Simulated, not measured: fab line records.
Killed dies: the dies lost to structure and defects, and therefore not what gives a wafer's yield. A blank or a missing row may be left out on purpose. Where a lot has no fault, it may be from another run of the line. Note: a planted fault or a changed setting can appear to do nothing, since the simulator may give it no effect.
One fault through the eyes of 3 desks || flow nand harc || what lay behind the numbers comes last; until then each desk has only its own

THE DEFECT DESK
Counts from the inspections along the route, per lot, as means over the sampled wafers that have a number. The brackets show how far a lot's mean lies from the usual mean; more than 4 standard deviations puts the lot out of limits, marked OUT.
Columns: A = raw defect count at NHARC_P_ZERO_WELL_INSPECT_43, usual 14; B = raw defect count at NHARC_P_STI_INSPECT_11, usual 6
{"lot": "L612", "first seen here": "day 2 04:22", "A": 12, "B": 14}
{"lot": "L615", "first seen here": "day 3 09:29", "A": 15, "B": 10}
{"lot": "L617", "first seen here": "day 4 05:23", "A": 7, "B": 6}
{"lot": "L618", "first seen here": "day 4 15:32", "A": 10, "B": 4}
{"lot": "L626", "first seen here": "day 7 23:26", "A": 27, "B": "20 (+4.5) OUT"}
{"lot": "L627", "first seen here": "day 8 09:37", "A": "50 (+6.0) OUT", "B": "33 (+8.6) OUT"}
{"lot": "L628", "first seen here": "day 8 19:49", "A": 11, "B": 5}
{"lot": "L629", "first seen here": "day 9 05:34", "A": 19, "B": 5}
{"lot": "L633", "first seen here": "day 10 21:33", "A": 7, "B": 4}
{"lot": "L634", "first seen here": "day 11 07:39", "A": 11, "B": 5}
{"lot": "L635", "first seen here": "day 11 17:37", "A": 25, "B": 3}
This desk finds L626, L627 out of limits, L627 being first, at day 8 09:37 (raw defect count at NHARC_P_ZERO_WELL_INSPECT_43). L612, L615, L617, L618, L628, L629, L633, L634, L635: within limits.

METROLOGY DESK
What the gauges read for every lot (on any tool): the sampled wafers with a number, averaged. The brackets show how far a lot's mean lies from the usual mean; more than 4 standard deviations puts the lot out of limits, marked OUT.
Columns: A = cd nm at NHARC_P_ZERO_WELL_CD_MEAS_11, usual 499.0 nm
{"lot": "L612", "first seen here": "day 1 21:15", "A": 496.4}
{"lot": "L615", "first seen here": "day 3 03:08", "A": 499.0}
{"lot": "L617", "first seen here": "day 3 23:07", "A": 501.2}
{"lot": "L618", "first seen here": "day 4 09:14", "A": 498.8}
{"lot": "L626", "first seen here": "day 7 17:14", "A": 497.9}
{"lot": "L627", "first seen here": "day 8 03:14", "A": 497.7}
{"lot": "L628", "first seen here": "day 8 13:14", "A": 498.1}
{"lot": "L629", "first seen here": "day 8 23:15", "A": 498.7}
{"lot": "L633", "first seen here": "day 10 15:07", "A": 499.7}
{"lot": "L634", "first seen here": "day 11 01:15", "A": 498.4}
{"lot": "L635", "first seen here": "day 11 11:15", "A": 500.5}
This desk's finding: nothing out of limits on any of the 11 lots.

AT THE TOOL OWNER'S DESK: pecvd-03
The tool's own readings at NHARC_P_ZERO_WELL_PECVD_02 (deposits SiO2, target thk 10 nm): means of the sampled wafers that have a number, for each lot that ran on this tool. The brackets show how far a lot's mean lies from the usual mean; more than 4 standard deviations puts the lot out of limits, marked OUT.
Columns: A = chamber pressure Torr at NHARC_P_ZERO_WELL_PECVD_02, usual 6.502 Torr; B = susceptor temp C at NHARC_P_ZERO_WELL_PECVD_02, usual 399.98 C
{"lot": "L612", "first seen here": "day 1 20:30", "A": 6.500, "B": 400.10}
{"lot": "L615", "first seen here": "day 3 02:30", "A": 6.506, "B": 400.14}
{"lot": "L617", "first seen here": "day 3 22:29", "A": 6.515, "B": 399.78}
{"lot": "L618", "first seen here": "day 4 08:29", "A": 6.508, "B": 399.89}
{"lot": "L626", "first seen here": "day 7 16:31", "A": 6.484, "B": 399.88}
{"lot": "L627", "first seen here": "day 8 02:27", "A": 6.495, "B": 399.98}
This desk's finding: nothing out of limits on any of the 6 lots.

ALL TOGETHER
The defect desk could have raised an alarm at day 8 09:37, on L626, L627.
At the metrology desk, nothing out of limits was observed.
The tool owner's desk saw nothing out of limits.
The metrology desk has L626, L627 on record, within its limits.
On record at the tool owner's desk: L626, L627, within its limits.
Every lot named ran NHARC_P_ZERO_WELL_PECVD_02 on pecvd-03.

WHAT THE SIMULATOR PUT IN
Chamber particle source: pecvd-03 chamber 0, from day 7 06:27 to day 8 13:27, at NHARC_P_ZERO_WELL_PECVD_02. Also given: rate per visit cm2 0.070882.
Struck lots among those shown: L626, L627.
Hours from the fault's start to each desk's first reading out of limits: the defect desk, 27.
